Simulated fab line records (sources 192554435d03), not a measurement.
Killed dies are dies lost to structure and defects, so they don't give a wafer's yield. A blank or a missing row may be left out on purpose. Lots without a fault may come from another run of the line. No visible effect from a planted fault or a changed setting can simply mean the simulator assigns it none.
What tool caused it? | flow n5_finfet | 72 wafers from 24 lots sampled at 4 of the route's 1938 steps

## WHAT EACH GAUGE READ, for each wafer
N5_BEOL_M3_INSPECT_13: inspects for defects (brightfield).
lot  | measured     | on                | raw_defect_count
L074 | day 7 02:03  | defect_inspect-01 | 373 459 427
L075 | day 7 07:59  | defect_inspect-02 | 392 529 524
L076 | day 7 09:19  | defect_inspect-02 | 342 377 517
L077 | day 7 12:02  | defect_inspect-01 | 517 484 603
L078 | day 8 07:15  | defect_inspect-01 | 452 346 350
L079 | day 8 11:34  | defect_inspect-01 | 253 309 396
L080 | day 8 23:50  | defect_inspect-01 | 525 493 293
L081 | day 9 04:29  | defect_inspect-02 | 325 297 446
L082 | day 9 04:56  | defect_inspect-01 | 267 351 317
L083 | day 9 11:39  | defect_inspect-01 | 347 257 289
L084 | day 9 12:24  | defect_inspect-01 | 277 325 306
L085 | day 9 17:00  | defect_inspect-01 | 550 393 287
L086 | day 10 07:38 | defect_inspect-01 | 346 367 348
L087 | day 10 17:57 | defect_inspect-02 | 395 450 564
L089 | day 11 00:20 | defect_inspect-01 | 313 343 366
L088 | day 11 03:53 | defect_inspect-01 | 335 283 428
L090 | day 11 09:06 | defect_inspect-01 | 421 450 391
L091 | day 11 13:14 | defect_inspect-02 | 274 359 438
L092 | day 11 17:43 | defect_inspect-01 | 388 378 246
L095 | day 12 12:06 | defect_inspect-02 | 491 478 492
L094 | day 12 12:34 | defect_inspect-02 | 400 309 299
L093 | day 12 18:58 | defect_inspect-01 | 392 485 416
L096 | day 13 06:48 | defect_inspect-02 | 368 290 243
L097 | day 13 14:55 | defect_inspect-01 | 369 319 294

N5_BEOL_M3_CD_MEAS_28: target cd 25.7 nm, target cd y 23.3 nm.
lot  | measured     | on        | cd_nm (nm)
L074 | day 7 02:50  | cd_sem-03 | 26.09 25.82 25.83
L075 | day 7 09:06  | cd_sem-02 | 25.39 25.25 25.28
L076 | day 7 10:06  | cd_sem-01 | 25.85 25.80 25.56
L077 | day 7 12:56  | cd_sem-01 | 26.17 25.71 25.65
L078 | day 8 08:05  | cd_sem-02 | 25.93 25.81 25.69
L079 | day 8 12:36  | cd_sem-03 | 25.64 25.51 25.56
L080 | day 9 00:37  | cd_sem-02 | 25.54 25.62 25.35
L081 | day 9 05:27  | cd_sem-03 | 25.78 25.88 25.78
L082 | day 9 05:52  | cd_sem-03 | 25.61 25.52 25.67
L083 | day 9 12:33  | cd_sem-02 | 25.90 25.64 25.82
L084 | day 9 13:19  | cd_sem-01 | 25.70 25.99 26.02
L085 | day 9 18:13  | cd_sem-03 | 25.76 25.80 25.94
L086 | day 10 08:46 | cd_sem-02 | 25.64 25.77 25.69
L087 | day 10 18:52 | cd_sem-01 | 26.01 26.11 26.07
L089 | day 11 01:14 | cd_sem-01 | 25.51 25.56 25.51
L088 | day 11 04:45 | cd_sem-03 | 25.06 25.75 25.28
L090 | day 11 09:55 | cd_sem-02 | 25.97 26.04 25.73
L091 | day 11 14:04 | cd_sem-02 | 25.71 26.09 25.72
L092 | day 11 18:31 | cd_sem-01 | 25.43 25.22 25.77
L095 | day 12 13:01 | cd_sem-02 | 26.17 26.15 25.61
L094 | day 12 13:23 | cd_sem-03 | 25.43 26.11 25.89
L093 | day 12 19:45 | cd_sem-01 | 26.11 25.84 25.62
L096 | day 13 07:46 | cd_sem-03 | 25.60 25.57 25.51
L097 | day 13 15:49 | cd_sem-03 | 25.52 25.95 25.67

## WHAT TOOL EACH LOT RAN ON (gives the tool, then ch and the chambers of the sampled wafers, and finally the start)
lot  | N5_BEOL_M3_ILD_DEP_00           | N5_BEOL_M3_HM_OPEN_17
L074 | pecvd-04 ch 0,1,2, day 7 00:40  | rie_metal-01 ch 0, day 7 02:20
L075 | pecvd-04 ch 1,2, day 7 06:22    | rie_metal-02 ch 0,1, day 7 08:16
L076 | pecvd-04 ch 0,1,2, day 7 08:26  | rie_metal-03 ch 1, day 7 09:36
L077 | pecvd-04 ch 0,1,2, day 7 10:04  | rie_metal-01 ch 0,1, day 7 12:19
L078 | pecvd-02 ch 0,1,2, day 8 04:41  | rie_metal-02 ch 0,1, day 8 07:34
L079 | pecvd-04 ch 0,1,2, day 8 09:03  | rie_metal-03 ch 0,1, day 8 11:50
L080 | pecvd-02 ch 0,2, day 8 22:37    | rie_metal-02 ch 0, day 9 00:07
L081 | pecvd-04 ch 1,2, day 9 00:30    | rie_metal-02 ch 0,1, day 9 04:46
L082 | pecvd-04 ch 1,2, day 9 03:15    | rie_metal-02 ch 0,1, day 9 05:14
L083 | pecvd-04 ch 0,1, day 9 10:31    | rie_metal-02 ch 0,1, day 9 11:56
L084 | pecvd-01 ch 0,1, day 9 11:34    | rie_metal-02 ch 0,1, day 9 12:41
L085 | pecvd-01 ch 0,1, day 9 15:47    | rie_metal-02 ch 0,1, day 9 17:35
L086 | pecvd-01 ch 0,1, day 10 04:34   | rie_metal-01 ch 1, day 10 08:11
L087 | pecvd-01 ch 0,1, day 10 16:35   | rie_metal-03 ch 0,1, day 10 18:14
L089 | pecvd-01 ch 0,1,2, day 10 23:37 | rie_metal-01 ch 0,1, day 11 00:37
L088 | pecvd-04 ch 1,2, day 11 02:58   | rie_metal-02 ch 0, day 11 04:15
L090 | pecvd-02 ch 0,1,2, day 11 07:44 | rie_metal-02 ch 0,1, day 11 09:23
L091 | pecvd-01 ch 0,1,2, day 11 12:21 | rie_metal-02 ch 0,1, day 11 13:32
L092 | pecvd-02 ch 0,1,2, day 11 15:13 | rie_metal-02 ch 0,1, day 11 17:59
L095 | pecvd-01 ch 1,2, day 12 08:57   | rie_metal-02 ch 0,1, day 12 12:23
L094 | pecvd-02 ch 1,2, day 12 10:43   | rie_metal-02 ch 0,1, day 12 12:51
L093 | pecvd-04 ch 0,1,2, day 12 17:36 | rie_metal-01 ch 0,1, day 12 19:16
L096 | pecvd-04 ch 1,2, day 13 03:42   | rie_metal-01 ch 0,1, day 13 07:10
L097 | pecvd-04 ch 1,2, day 13 13:47   | rie_metal-01 ch 0,1, day 13 15:11
- N5_BEOL_M3_ILD_DEP_00: deposits SiOC from DEMS/O2, target thk 79 nm, time 15.3 s.
- N5_BEOL_M3_HM_OPEN_17: chemistry Cl2/BCl3, target TiN, target depth 20 nm, overetch 6 nm.

## AS READ BY THE TOOLS THEMSELVES (means over the sampled wafers that have a number; for cases with no such wafer, the mark the record gives instead)
N5_BEOL_M3_ILD_DEP_00.
lot  | tool     | heater_power_w (W) | rf_fwd_power_W (W) | showerhead_plenum_p_Torr (Torr) | susceptor_temp_C (C) | throttle_valve_pct (%)
L074 | pecvd-04 | 522                | 490.5              | 5.682                           | 350.14               | 12.7
L075 | pecvd-04 | 470                | 490.5              | 5.686                           | 349.95               | 11.9
L076 | pecvd-04 | 496                | 489.9              | 5.688                           | 349.95               | 12.4
L077 | pecvd-04 | 518                | 489.8              | 5.687                           | 349.97               | 12.5
L078 | pecvd-02 | 528                | 495.2              | 5.699                           | 350.14               | 12.4
L079 | pecvd-04 | 500                | 491.7              | 5.687                           | 349.90               | 12.3
L080 | pecvd-02 | 526                | 491.8              | 5.689                           | 349.99               | 12.7
L081 | pecvd-04 | 497                | 491.3              | 5.689                           | 349.99               | 11.8
L082 | pecvd-04 | 471                | 490.4              | 5.694                           | 350.00               | 11.6
L083 | pecvd-04 | 459                | 489.3              | 5.694                           | 349.88               | 13.8
L084 | pecvd-01 | 515                | 497.6              | 5.710                           | 349.82               | 12.2
L085 | pecvd-01 | 529                | 494.4              | 5.704                           | 349.75               | 12.1
L086 | pecvd-01 | 555                | 496.9              | 5.709                           | 349.96               | 12.2
L087 | pecvd-01 | 579                | 496.3              | 5.710                           | 350.16               | 12.0
L089 | pecvd-01 | 478                | 493.9              | 5.695                           | 349.85               | 11.4
L088 | pecvd-04 | 504                | 490.0              | 5.685                           | 349.93               | 11.5
L090 | pecvd-02 | 541                | 494.5              | 5.699                           | 350.03               | 12.5
L091 | pecvd-01 | 507                | 493.6              | 5.703                           | 350.08               | 11.3
L092 | pecvd-02 | 541                | 494.2              | 5.707                           | 350.09               | 12.4
L095 | pecvd-01 | 461                | 493.4              | 5.683                           | 350.05               | 11.0
L094 | pecvd-02 | 523                | 494.0              | 5.720                           | 350.16               | 12.1
L093 | pecvd-04 | 505                | 492.4              | 5.683                           | 349.97               | 12.8
L096 | pecvd-04 | 480                | 489.4              | 5.687                           | 350.08               | 11.9
L097 | pecvd-04 | 461                | 491.0              | 5.685                           | 349.90               | 11.8

N5_BEOL_M3_HM_OPEN_17.
lot  | tool         | drypump_motor_current_A (A) | mfc_ar_sccm (sccm) | oes_product_au (a.u.) | rf_fwd_power_W (W) | throttle_valve_pct (%)
L074 | rie_metal-01 | 5.3                         | 25.03              | 0.52                  | 992                | 21.90
L075 | rie_metal-02 | 5.4                         | 24.96              | 0.69                  | 993                | 22.22
L076 | rie_metal-03 | 5.7                         | 25.06              | 0.84                  | 993                | 22.23
L077 | rie_metal-01 | 5.7                         | 24.98              | 0.53                  | 994                | 21.93
L078 | rie_metal-02 | 5.6                         | 25.08              | 0.63                  | 997                | 22.11
L079 | rie_metal-03 | 5.9                         | 24.98              | 0.76                  | 992                | 22.26
L080 | rie_metal-02 | 5.8                         | 24.94              | 0.59                  | 993                | 21.97
L081 | rie_metal-02 | 5.4                         | 24.91              | 0.68                  | 992                | 22.23
L082 | rie_metal-02 | 5.4                         | 25.08              | 0.67                  | 992                | 22.25
L083 | rie_metal-02 | 5.6                         | 25.03              | 0.63                  | 992                | 22.11
L084 | rie_metal-02 | 5.5                         | 25.08              | 0.68                  | 994                | 22.22
L085 | rie_metal-02 | 5.4                         | 24.98              | 0.68                  | 996                | 22.23
L086 | rie_metal-01 | 6.3                         | 24.95              | 0.56                  | 997                | 22.06
L087 | rie_metal-03 | 5.9                         | 25.04              | 0.75                  | 995                | 22.26
L089 | rie_metal-01 | 6.0                         | 25.04              | 0.63                  | 995                | 22.02
L088 | rie_metal-02 | 5.8                         | 25.04              | 0.59                  | 992                | 21.97
L090 | rie_metal-02 | 5.6                         | 25.03              | 0.62                  | 993                | 22.13
L091 | rie_metal-02 | 5.4                         | 24.97              | 0.66                  | 993                | 22.23
L092 | rie_metal-02 | 5.6                         | 24.99              | 0.62                  | 993                | 22.11
L095 | rie_metal-02 | 5.5                         | 25.01              | 0.66                  | 995                | 22.25
L094 | rie_metal-02 | 5.6                         | 24.89              | 0.61                  | 993                | 22.12
L093 | rie_metal-01 | 6.0                         | 24.96              | 0.63                  | 998                | 22.00
L096 | rie_metal-01 | 5.7                         | 24.94              | 0.70                  | 993                | 21.93
L097 | rie_metal-01 | 6.0                         | 24.99              | 0.62                  | 994                | 22.01

## THE ANSWER, worked out from the rows above alone
Rule: the usual values come from the lots themselves. Put in order of their means at a reading, lots are off if they are a third of the lots or fewer, leave a main group of 4 or more, and stand apart from it by a gap of 3 or more times the standard deviation of the main group's means; of several such gaps the widest counts. A main group whose means are all the same, to the digits that the tables above print for the reading, isn't used. Also off: a lot with no number at a reading for which 4 or more lots have one. The other lots that the step has rows for count as sound. Order of review: gauges by route order, followed by the tools' own readings, for which a lot's mean as printed above is used. At the first step where some lot is off, the reading lying furthest off is the one used; lots without a number count as furthest.
None of the lots is off at any reading shown; this tells nothing.

## WHAT HAD BEEN PUT IN BY THE SIMULATOR
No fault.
